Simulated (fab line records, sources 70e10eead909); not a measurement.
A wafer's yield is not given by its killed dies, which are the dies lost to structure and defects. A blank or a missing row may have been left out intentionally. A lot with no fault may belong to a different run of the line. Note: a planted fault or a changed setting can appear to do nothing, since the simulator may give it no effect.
Chamber matching    flow nand_harc    rie_diel-13 running NHARC_A_CONTACT_ETCH_48: 4 sister chambers
The step etches the open film in CF4, target depth 39 nm, time 65 s. 4 wafers are shown with their chamber, then 7 later ones without.

## WAFERS, EACH WITH ITS CHAMBER
wafer   chamber  drypump_motor_current_A (A)
L958.1  2        6.1
L961.1  0        5.6
L961.5  1        6.1
L964.5  3        5.1

## WAFERS WITH NO CHAMBER GIVEN
wafer   drypump_motor_current_A (A)
L964.6  5.6
L968.1  6.1
L968.3  5.6
L968.5  6.2
L970.2  5.6
L970.4  6.1
L970.5  6.1

## WHICH CHAMBER EACH WENT THROUGH
wafer   from the rows above      in truth
L964.6  0                        0
L968.1  can't be placed: 1 or 2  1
L968.3  0                        0
L968.5  can't be placed: 1 or 2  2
L970.2  0                        0
L970.4  can't be placed: 1 or 2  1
L970.5  can't be placed: 1 or 2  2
Correctly placed: 3 of 7. Can't be placed from these rows: 4 (the true chamber is among the candidates in 4). 0 placed wrongly.
How it was worked out, from the rows above alone: a wafer's distance from a chamber is the root of the sum, over the readings, of the square of ((its reading less the chamber's mean) divided by the reading's scatter). The wafer belongs to the nearest chamber; if the next one is less than 2 further off, it can't be placed. For every chamber, the mean is computed from those of its wafers that are shown. The scatter (one wafer shown for each chamber): square how far every hidden wafer sits from the nearest shown wafer, average those squares and take the square root.
